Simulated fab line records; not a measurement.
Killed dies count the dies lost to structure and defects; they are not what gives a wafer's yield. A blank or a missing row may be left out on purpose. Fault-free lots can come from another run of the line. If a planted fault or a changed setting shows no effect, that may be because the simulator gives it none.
Comparing a struck lot with a sound one || flow n5_finfet || 40 out of 1938 route steps
Sound: these wafers, L505.1, L505.2, L505.5. The struck wafers were L511.3, L511.4, L511.5. The cause is given at the end.
Each step with rows lists, per side, the tool, then ch with its chambers, then its first start. Under that, the readings that differ: sound wafers || struck wafers || difference of the means || sigmas: that difference in standard deviations of wafers without a fault.
alike: words and numbers the same on both sides, and readings whose means are apart by under 2 such deviations; not compared: readings that were withheld, readings missing a value for some wafer, numbers with overlapping values and no deviation given by the record, and bounds like >300 which may hide the same value.
A row with sigmas, a row that says differs or no value, or rows on one side alone: a step with any of these is where the two part. Numbers that have no deviation but don't overlap get no sigmas and don't part them. Lack of a reading on every wafer of one side parts them only where that side has two or more wafers.

first, 12 steps without rows for these wafers: N5_HKMG_FIN_ETCH_54 (etches SiARC in CF4, target depth 45.5 nm, time 75.8 s); N5_HKMG_FIN_ETCH_55 (etches SOC in N2/H2, target depth 240 nm, time 300 s); N5_HKMG_FIN_STRIP_56 (strips in N2/H2); N5_HKMG_FIN_STRIP_57 (strips in CF4); N5_HKMG_FIN_ETCH_58 (etches SOC in N2/H2, target depth 215.8 nm, time 741 s); N5_HKMG_FIN_STRIP_93 (strips SOC in N2/H2, time 20 s); N5_HKMG_FIN_WET_ETCH_76 (etches Al2O3 in dNH4OH, stops on La2O3, target depth 2.25 nm, rinse time 30 s); N5_HKMG_FIN_STRIP_60 (strips in N2/H2, time 360 s); N5_HKMG_FIN_WET_ETCH_77 (etches La2O3 in dHCl, stops on HfO2, target depth 2 nm); N5_HKMG_FIN_WET_ETCH_78 (etches Al2O3 in dNH4OH, stops on La2O3, target depth 4.5 nm, rinse time 30 s); N5_HKMG_FIN_ALD_79 (deposits TiN, target thk 1.5 nm, pulse time 1 s, purge time 3 s); N5_HKMG_FIN_CVD_62 (deposits a-Si from Si2H6, target thk 3 nm, time 20.8 s).
N5_HKMG_FIN_RTA_80: time 2 s.
  sound on rtp_anneal-01 ch 0, day 5 07:29; struck on rtp_anneal-01 ch 0, day 6 17:32
then, 25 steps without rows for these wafers: N5_HKMG_FIN_PRECLEAN_64 (cleans in dHF, time 30 s); N5_HKMG_FIN_WET_ETCH_65 (etches a-Si in TMAH, stops on TiN, time 49 s, target depth 3 nm); N5_HKMG_FIN_WET_ETCH_81 (etches TiN in SC1, stops on HfO2, time 57 s, target depth 6 nm); N5_HKMG_FIN_WET_ETCH_82 (etches La2O3 in dHCl, stops on HfO2, target depth 2 nm, rinse time 30 s); N5_HKMG_FIN_ALD_36 (deposits TiN, target thk 1 nm, pulse time 1 s, purge time 3 s); N5_HKMG_FIN_PWFM_ALD_03 (deposits TiN, target thk 2 nm, pulse time 1 s, purge time 3 s); N5_HKMG_FIN_COAT_29 (time 60 s, resist thk 300 nm); N5_HKMG_FIN_COAT_30 (time 60 s, resist thk 35 nm); N5_HKMG_FIN_COAT_06 (resist thk 90 nm); N5_HKMG_FIN_EBR_08; N5_HKMG_FIN_SOFTBAKE_07 (time 60 s); N5_HKMG_FIN_EXPOSE_09 (exposes mask NWFM); N5_HKMG_FIN_PEB_10 (peb time 60 s); N5_HKMG_FIN_DEVELOP_11 (develop time 30 s); N5_HKMG_FIN_DESCUM_17 (chemistry O2, time 7.9 s); N5_HKMG_FIN_ETCH_31 (etches SiARC in CF4, target depth 45.5 nm, time 75.8 s); N5_HKMG_FIN_ETCH_32 (etches SOC in N2/H2, target depth 240 nm, time 300 s); N5_HKMG_FIN_STRIP_33 (strips in N2/H2); N5_HKMG_FIN_STRIP_34 (strips in CF4); N5_HKMG_FIN_ETCH_35 (etches SOC in N2/H2, target depth 215.8 nm, time 243.4 s); N5_HKMG_FIN_STRIP_92 (strips SOC in N2/H2, time 20 s); N5_HKMG_FIN_WET_ETCH_18 (etches TiN in SC1, time 55 s, target depth 5.2 nm, rinse time 30 s); N5_HKMG_FIN_STRIP_19 (strips in N2/H2, time 360 s); N5_HKMG_FIN_ALD_91 (deposits TiN, target thk 1 nm, pulse time 1 s, purge time 3 s); N5_HKMG_FIN_COAT_85 (time 60 s, resist thk 300 nm).
-- record jumps: 5 days separate the struck wafers' starts on either side; left off in module HKMG_FIN, taken up again in module BEOL_M4, whose first shown step is the route's number 1111 --
N5_BEOL_M4_RC_MEAS_101:
  sound on prober-02 ch 0, day 9 05:48; struck on prober-01 ch 0, day 11 16:10
{"reading": "IOFF_P (nA/um)", "sound": "0.19 0.20 0.18", "struck": "0.58 0.46 0.49", "difference": "+0.32", "sigmas": "+8"}
{"reading": "IOFF_P_85C (nA/um)", "sound": "3.4 3.6 3.1", "struck": "8.4 7.0 7.3", "difference": "+4.2", "sigmas": "+8"}
{"reading": "IOFF_P_LIN (nA/um)", "sound": "0.092 0.096 0.086", "struck": "0.273 0.237 0.245", "difference": "+0.160", "sigmas": "+11"}
{"reading": "IOFF_P_LONG (nA/um)", "sound": "8.8e-05 9e-05 9.8e-05", "struck": "0.000265 0.000258 0.000267", "difference": "+0.000171", "sigmas": "+17"}
{"reading": "ION_P (uA/um)", "sound": "464 467 462", "struck": "489 492 501", "difference": "+30", "sigmas": "+3"}
{"reading": "VT_N_LVT (mV)", "sound": "99 97 100", "struck": "128 128 131", "difference": "+30", "sigmas": "+8"}
{"reading": "VT_P (mV)", "sound": "-252.9 -253.5 -254.2", "struck": "-221.4 -224.5 -225.4", "difference": "+29.8", "sigmas": "+10"}
{"reading": "VT_P_LONG (mV)", "sound": "-279 -279 -278", "struck": "-247 -246 -247", "difference": "+32", "sigmas": "+11"}
  alike: DIBL_N, DIBL_P, IOFF_N, ION_N, SS_N, SS_P, VT_N
-- here the record skips 5 days between the struck wafers' starts before and after, leaving off in module BEOL_M4 and picking up in module PASSIVATION (first step shown: number 1936 of the route) --
N5_PASSIVATION_PROBE_49:
  sound: prober-01 at day 14 01:56; struck: prober-02 at day 16 06:03
{"reading": "killed_at_front_end", "sound": "30 38 17", "struck": "63 63 56", "difference": "+32", "sigmas": "+3"}
{"reading": "sort_bin_4_leakage (%)", "sound": "0 0 0", "struck": "13.47 1.10 2.03", "difference": "+5.53", "sigmas": ""}
{"reading": "sort_n_pass", "sound": "1062 1071 1084", "struck": "898 1041 1022", "difference": -85, "sigmas": -5}
{"reading": "sort_yield_pct (%)", "sound": "90.0 90.8 91.9", "struck": "76.1 88.2 86.6", "difference": -7.3, "sigmas": -5}
  alike: defect_limited_yield, killed_at_M0_to_M3, killed_at_M4_up, killed_at_contacts, killed_at_other, killed_dies, killed_on_rim, killed_open, killed_short, sort_bin_5_function, sort_bin_6_memory, sort_bin_8_speed

== WHERE THEY PART ==
At N5_BEOL_M4_RC_MEAS_101 first; at N5_PASSIVATION_PROBE_49 last (within this record only).

WHY: what had been put in by the simulator
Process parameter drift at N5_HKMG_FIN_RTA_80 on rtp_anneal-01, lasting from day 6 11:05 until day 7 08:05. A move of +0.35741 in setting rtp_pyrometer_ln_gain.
